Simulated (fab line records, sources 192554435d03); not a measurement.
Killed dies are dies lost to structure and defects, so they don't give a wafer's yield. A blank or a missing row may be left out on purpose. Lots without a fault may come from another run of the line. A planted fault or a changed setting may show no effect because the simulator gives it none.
One fault seen from 2 desks | flow n5_finfet | each desk has only its own numbers; what lay behind them comes last

THE TOOL OWNER'S DESK: rie_diel-01
The tool's own readings at N5_BEOL_M5_ETCH_75 (etches underlayer in N2/H2, target depth 6.5 nm, time 5.2 s): means of the sampled wafers that have a number, for each lot that ran on this tool. A lot is out of limits, marked OUT, if its mean lies more than 4 standard deviations from the usual mean; the brackets give that distance. Of its 10 readings 7 are shown: those that lie furthest out on some lot.
Columns: A = bias_w at N5_BEOL_M5_ETCH_75, usual 150.0 W; B = chamber_pressure_mTorr at N5_BEOL_M5_ETCH_75, usual 30.00 mTorr; C = drypump_motor_current_A at N5_BEOL_M5_ETCH_75, usual 5.8 A; D = etch_rf_on_time_s at N5_BEOL_M5_ETCH_75, usual 5.29 s; E = h2_flow_sccm at N5_BEOL_M5_ETCH_75, usual 200.1 sccm; F = n2_flow_sccm at N5_BEOL_M5_ETCH_75, usual 200.1 sccm; G = rf_vpp_V at N5_BEOL_M5_ETCH_75, usual 523.1 V
lot  | first seen here | A     | B     | C   | D    | E     | F     | G
L254 | day 8 06:07     | 149.9 | 29.98 | 5.0 | 5.41 | 199.6 | 200.0 | 520.9
L266 | day 12 02:40    | 149.5 | 29.99 | 5.5 | 5.32 | 200.6 | 200.2 | 521.4
L274 | day 13 13:58    | 149.9 | 29.95 | 5.2 | 5.30 | 200.1 | 200.2 | 522.8
L270 | day 13 19:23    | 149.7 | 29.97 | 5.2 | 5.32 | 199.8 | 199.9 | 522.2
L273 | day 14 04:02    | 149.8 | 29.97 | 5.7 | 5.22 | 199.9 | 200.2 | 522.0
L275 | day 14 10:49    | 150.2 | 29.99 | 5.6 | 5.31 | 199.9 | 199.6 | 522.6
This desk's finding: nothing out of limits on any of the 6 lots.

THE METROLOGY DESK
What the gauges read, lot by lot, whatever tool the lot ran on: means of the sampled wafers that have a number. A lot is out of limits, marked OUT, if its mean lies more than 4 standard deviations from the usual mean; the brackets give that distance.
Columns: A = cd_nm at N5_BEOL_M5_CD_MEAS_28, usual 30.73 nm; B = V4_OVL at N5_BEOL_M5_OVL_MEAS_29, usual -0.6 nm
lot  | first seen here | A     | B
L254 | day 8 05:58     | 30.67 | -0.1
L256 | day 8 17:06     | 30.30 | -0.6
L257 | day 8 22:06     | 30.42 | -0.5
L258 | day 9 04:30     | 30.77 | -1.2
L259 | day 9 13:55     | 30.66 | -1.4
L266 | day 12 02:31    | 30.83 | 0.0
L274 | day 13 13:47    | 30.79 | -1.4
L270 | day 13 19:01    | 30.67 | 0.1
L273 | day 14 03:46    | 30.68 | -1.1
L275 | day 14 10:29    | 31.03 | -0.1
This desk's finding: nothing out of limits on any of the 10 lots.

PUT TOGETHER
The tool owner's desk saw nothing out of limits.
The metrology desk saw nothing out of limits.

WHAT THE SIMULATOR HAD PUT IN
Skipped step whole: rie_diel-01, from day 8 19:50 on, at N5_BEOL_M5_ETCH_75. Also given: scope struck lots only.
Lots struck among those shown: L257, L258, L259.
